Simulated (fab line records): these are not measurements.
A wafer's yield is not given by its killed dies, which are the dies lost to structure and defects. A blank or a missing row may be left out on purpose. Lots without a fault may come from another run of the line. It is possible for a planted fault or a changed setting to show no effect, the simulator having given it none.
Matching of chambers    flow n5-finfet    N5_BEOL_M15_TRENCH_ETCH_34 on rie-diel-03: 4 sister chambers
The step etches SiO2 in C4F8/O2/Ar, target depth 872.93 nm, time 199 s. 4 wafers are shown with their chamber, then 12 later ones without.

== WAFERS PAIRED WITH THEIR CHAMBERS ==
wafer   chamber  showerhead-plenum-p-Torr (Torr)
L088.6  1        3.54
L089.3  3        3.62
L092.3  0        3.28
L092.5  2        3.39

== WAFERS WHOSE CHAMBER IS MISSING ==
wafer   showerhead-plenum-p-Torr (Torr)
L093.1  3.54
L093.4  3.28
L093.6  3.62
L094.1  3.62
L094.3  3.53
L094.4  3.53
L096.3  3.61
L096.4  3.53
L096.5  3.27
L097.2  3.27
L097.3  3.61
L097.4  3.53

== THE CHAMBER EACH PASSED THROUGH ==
wafer   from the rows above  in truth
L093.1  1                    1
L093.4  0                    0
L093.6  3                    3
L094.1  3                    3
L094.3  1                    1
L094.4  1                    1
L096.3  3                    3
L096.4  1                    1
L096.5  0                    0
L097.2  0                    0
L097.3  3                    3
L097.4  1                    1
Correct placement for 12 of the 12. Can't be placed from these rows: 0. 0 placed wrongly.
How it was worked out, from the rows above alone: a wafer's distance from a chamber is the root of the sum, over the readings, of the square of ((its reading less the chamber's mean) divided by the reading's scatter). The wafer belongs to the nearest chamber; if the next one is less than 2 further off, it can't be placed. Each chamber's mean is taken over the wafers shown for it. The scatter (one wafer shown for each chamber): square how far every hidden wafer sits from the nearest shown wafer, average those squares and take the square root.
